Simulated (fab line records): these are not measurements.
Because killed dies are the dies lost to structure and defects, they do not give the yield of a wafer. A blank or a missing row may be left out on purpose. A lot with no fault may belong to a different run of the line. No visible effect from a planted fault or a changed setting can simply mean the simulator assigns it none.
Chamber matching -- flow n5-finfet -- N5_BEOL_M8_DESCUM_16 on rie-diel-03 has 4 sister chambers
The step chemistry O2, time 7.9 s. 7 wafers are shown with their chamber, then 7 later ones without.

== WAFERS WITH THEIR CHAMBER ==
wafer,chamber,drypump-motor-current-A (A),throttle-valve-pct (%)
L075.6,3,5.9,20.55
L085.4,2,5.2,20.05
L090.2,1,5.4,20.46
L090.3,3,5.9,20.60
L090.6,0,5.5,20.80
L089.1,0,5.5,20.79
L089.3,1,5.5,20.46

== WAFERS MISSING THEIR CHAMBER ==
wafer,drypump-motor-current-A (A),throttle-valve-pct (%)
L089.6,5.2,20.04
L091.4,5.5,20.78
L091.5,5.5,20.47
L091.6,5.2,20.05
L092.1,5.2,20.07
L092.3,5.4,20.48
L092.6,5.9,20.61

== EACH ONE'S CHAMBER ==
wafer,from the rows above,in truth
L089.6,2,2
L091.4,0,0
L091.5,1,1
L091.6,2,2
L092.1,2,2
L092.3,1,1
L092.6,3,3
Correct placement for 7 of the 7. Number that these rows cannot place: 0. Wrongly placed: 0.
How it was worked out, from the rows above alone: a wafer's distance from a chamber is the root of the sum, over the readings, of the square of ((its reading less the chamber's mean) divided by the reading's scatter). If the next closest chamber is less than 2 further off than the closest, the wafer can't be placed; otherwise it belongs to the closest. Each chamber's mean is taken over the wafers shown for it. The scatter: take each reading less its chamber's mean, square it, sum over the shown wafers, divide by the number of wafers less the number of chambers, and take the root.
